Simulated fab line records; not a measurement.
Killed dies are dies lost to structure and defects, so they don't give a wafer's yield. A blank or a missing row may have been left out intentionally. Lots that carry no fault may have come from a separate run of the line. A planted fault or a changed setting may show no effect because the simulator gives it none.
Comparing a struck lot with a sound one | flow nand harc | 14 out of 1302 route steps
Sound: wafers L360.2, L360.5, L360.6. Wafers L373.1, L373.4, L373.6 were the ones struck. At the end, the cause is stated.
For every step that has rows: the tool of each side, followed by ch and its chambers, followed by its first start. Under that, the readings that differ: sound wafers | struck wafers | difference of the means | sigmas: that difference in standard deviations of wafers without a fault.
alike: readings whose means differ by less than 2 such deviations, and words and numbers that are the same on both sides. not compared: withheld readings, readings that some wafer has no value for, bounds like >300 that may hide the same value, and numbers for which the record gives no deviation and whose values overlap.
Wherever a step has rows on one side only, a row that says differs or no value, or a row with sigmas, the two part there. Numbers that don't overlap but have no deviation are shown without sigmas and don't part them. A reading missing from all wafers of one side parts the sides only when that side holds two or more wafers.

NHARC_A_CHANNEL_FILL_D2_ALD_15: deposits SiNx, target thk 2 nm, pulse time 60 s, ald cycles 19.
  sound on ald sin batch-02 ch 0; struck on ald sin batch-03 ch 0
  alike: ald cycles, chamber pressure Torr, precursor pulse height rel
then, 3 steps without rows for these wafers: NHARC_A_CHANNEL_FILL_D2_ALD_16 (deposits SiO2, target thk 1.5 nm, pulse time 10 s, ald cycles 15); NHARC_A_CHANNEL_FILL_D2_ANNEAL_17 (time 1800 s); NHARC_A_CHANNEL_FILL_D2_CVD_18 (deposits poly-Si, target thk 3 nm).
NHARC_A_CHANNEL_FILL_D2_ETCHBACK_19: etches the open film in HBr/Cl2, target depth 5 nm, time 1.7 s.
  sound on rie si-04 ch 1,2, day 14 21:41; struck on rie si-06 ch 0,2, day 20 04:45
  alike: drypump motor current A, oes product au, rf fwd power W, throttle valve pct
  not compared: rf hours counter h
NHARC_A_CHANNEL_FILL_D2_ETCHBACK_20: etches the open film in C4F8/O2/Ar, target depth 27 nm, time 13.5 s.
  sound on rie diel-09 ch 1,2, day 14 21:48; struck on rie diel-09 ch 0,1,3, day 20 04:53
  alike: oes product au, rf fwd power W, rf vpp V
  not compared: rf hours counter h
NHARC_A_CHANNEL_FILL_D2_STRIP_28: strips in O2, time 20 s.
  sound on rie diel-09 ch 0,3, day 14 21:53; struck on rie diel-09 ch 0,1,3, day 20 04:58
  reading               | sound             | struck            | difference | sigmas
  oes product au (a.u.) | 0.996 0.993 0.992 | 1.005 1.013 1.012 | +0.016     | +3
  alike: drypump motor current A, mfc ar sccm, rf vpp V, showerhead plenum p Torr, throttle valve pct
  not compared: rf hours counter h
then, 4 steps without rows for these wafers: NHARC_A_CHANNEL_FILL_D2_PRECLEAN_21 (cleans in dHF, time 30 s); NHARC_A_CHANNEL_FILL_D2_SRD_23; NHARC_A_CHANNEL_FILL_D2_CVD_05 (deposits poly-Si, target thk 5 nm); NHARC_A_CHANNEL_FILL_D2_ANNEAL_22 (time 7200 s).
NHARC_A_CHANNEL_FILL_D2_ALD_25: deposits SiOx, target thk 60 nm, pulse time 10 s, ald cycles 600.
  sound on ald hk-03 ch 2,3, day 15 09:42; struck on ald hk-03 ch 0,2, day 20 18:18
  reading    | sound       | struck      | difference | sigmas
  ald cycles | 600 600 600 | 558 558 558 | -42        |
  alike: heater power w, precursor pulse height rel
NHARC_A_CHANNEL_FILL_D2_ETCHBACK_08: etches the open film in C4F8, target depth 220 nm, time 110 s.
  sound on rie diel-12 ch 0,2,3; struck on rie diel-12 ch 1,2
  alike: oes product au, rf fwd power W, rf vpp V
  not compared: rf hours counter h
NHARC_END_SORT_01:
  the record has rows for the sound wafers here (prober-02 ch 0, day 24 09:16) and none for the struck ones

WHERE THEY PART
At NHARC_A_CHANNEL_FILL_D2_STRIP_28 first; at NHARC_END_SORT_01 last (within this record only).

WHY: the cause the simulator had injected
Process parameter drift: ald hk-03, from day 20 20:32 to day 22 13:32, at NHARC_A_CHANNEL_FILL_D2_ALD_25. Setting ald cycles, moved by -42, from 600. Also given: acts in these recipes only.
